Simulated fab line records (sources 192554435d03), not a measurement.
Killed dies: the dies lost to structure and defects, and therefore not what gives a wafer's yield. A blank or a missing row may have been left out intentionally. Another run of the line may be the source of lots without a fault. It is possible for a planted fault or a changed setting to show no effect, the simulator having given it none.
Split-lot experiment | flow n5-finfet | 21 wafers read across 7 lots, on a route 1938 steps long

THE SPLIT ITSELF
At N5_FIN_SAQP_FIN_ETCH_36 (etches the open film in HBr/Cl2/O2, target depth 120 nm, time 50.4 s), the setting icp-w was moved away from the recipe's 800 W on 5 of the 21 wafers read, by -11.6% to -10.5%. This setting was run at the recipe's value on the other wafers.

FROM THE SPLIT TO THE READING: what the file shows between them, 3 steps
- N5_FIN_SAQP_PRECLEAN_38: cleans in O3/DIW, time 45 s
- N5_FIN_SAQP_PRECLEAN_45: cleans in dHF, time 10 s
- N5_FIN_SAQP_SRD_39: time 30 s

THE READING
trench-depth-nm, in nm, at N5_FIN_SAQP_OCD_MEAS_76. Typical for fault-free wafers on this fab line: 119.3 nm, with standard deviation 1.6 nm.

wafer  | tool, chamber at the split | icp-w as run, W | against the recipe | trench-depth-nm, nm | against lot-mates on the recipe
L083.2 | rie-si-01, 3               | 800             | recipe             | 119.7               | -
L083.3 | rie-si-01, 2               | 800             | recipe             | 119.7               | -
L083.4 | rie-si-01, 0               | 706.9           | -11.6%             | 110.8               | -8.9
L086.2 | rie-si-02, 3               | 800             | recipe             | 117.3               | -
L086.3 | rie-si-02, 1               | 800             | recipe             | 119.9               | -
L086.6 | rie-si-02, 0               | 800             | recipe             | 115.3               | -
L088.2 | rie-si-03, 0               | 716             | -10.5%             | 111.8               | -6.5
L088.3 | rie-si-03, 1               | 800             | recipe             | 117.5               | -
L088.6 | rie-si-03, 3               | 800             | recipe             | 119.2               | -
L090.4 | rie-si-01, 2               | 707.6           | -11.5%             | 111.7               | -7.6
L090.5 | rie-si-01, 3               | 707.6           | -11.5%             | 113.8               | -5.5
L090.6 | rie-si-01, 2               | 800             | recipe             | 119.3               | -
L092.2 | rie-si-01, 2               | 800             | recipe             | 119.7               | -
L092.3 | rie-si-01, 0               | 800             | recipe             | 118.6               | -
L092.5 | rie-si-01, 2               | 800             | recipe             | 121.6               | -
L094.1 | rie-si-02, 3               | 800             | recipe             | 118.2               | -
L094.2 | rie-si-02, 1               | 800             | recipe             | 120.2               | -
L094.3 | rie-si-02, 2               | 800             | recipe             | 121.5               | -
L096.3 | rie-si-03, 2               | 800             | recipe             | 121.2               | -
L096.4 | rie-si-03, 0               | 800             | recipe             | 122.4               | -
L096.5 | rie-si-03, 2               | 715.5           | -10.6%             | 114.2               | -7.6

FIT RESULTS
A straight line over all 21 wafers: trench-depth-nm changes by +0.628 nm for each +1% of icp-w; r = +0.88; the points scatter about the line by 1.7 nm.
The same after taking each lot's own level away (the mean of its wafers on the recipe; 21 wafers): +0.647 nm for each +1%; r = +0.93; scatter 1.2 nm.
On that fit, the largest move of icp-w shifts the reading by 7.5 nm.
Measured against the standard deviation above, the lots' own levels, which go from 117.50 to 121.80 nm, span 2.7 times it.
The two slopes agree, so the slope changes little with the lot-to-lot level.
Check: -7.15 nm against its lot-mates is what the line predicts for one of the wafers moved furthest among these (-11.6%) when that wafer is left out of the fit. Against them it came out at -8.9 nm.

FURTHER SPLITS ON THESE WAFERS
Before the reading, these wafers also passed through other splits. Each is held against what the fit with the lots' levels taken away leaves over:
other split on the same wafers | wafers away from the commonest value | r with trench-depth-nm (lot level and that fit taken away)
N5_ZERO_LAYER_ETCH_18 bias-w   | 8                                    | -0.19
N5_FIN_SAQP_PECVD_06 time-s    | 8                                    | -0.18
N5_FIN_SAQP_EXPOSE_13 dose-mj  | 9                                    | +0.03

THE WHOLE CHAIN: every reading that the file lists as answering this split, in the file's order
step                    | what it does                                                         | reading                                                                    | change (the file's fit)               | r (the file's)
N5_FIN_SAQP_FIN_ETCH_36 | etches the open film in HBr/Cl2/O2, target depth 120 nm, time 50.4 s | etch.depth-nm (the simulator's own value, which no gauge read)             | +0.673 nm for each +1% of the setting | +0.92
N5_FIN_SAQP_FIN_ETCH_36 | etches the open film in HBr/Cl2/O2, target depth 120 nm, time 50.4 s | FIN_SAQP.feature-depth-nm (the simulator's own value, which no gauge read) | +0.669 nm for each +1% of the setting | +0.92
N5_FIN_SAQP_OCD_MEAS_76 |                                                                      | trench-depth-nm                                                            | +0.666 nm for each +1% of the setting | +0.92

THE FILE'S OWN FIT
trench-depth-nm changes by +0.666 nm for each +1% of icp-w, r = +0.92.
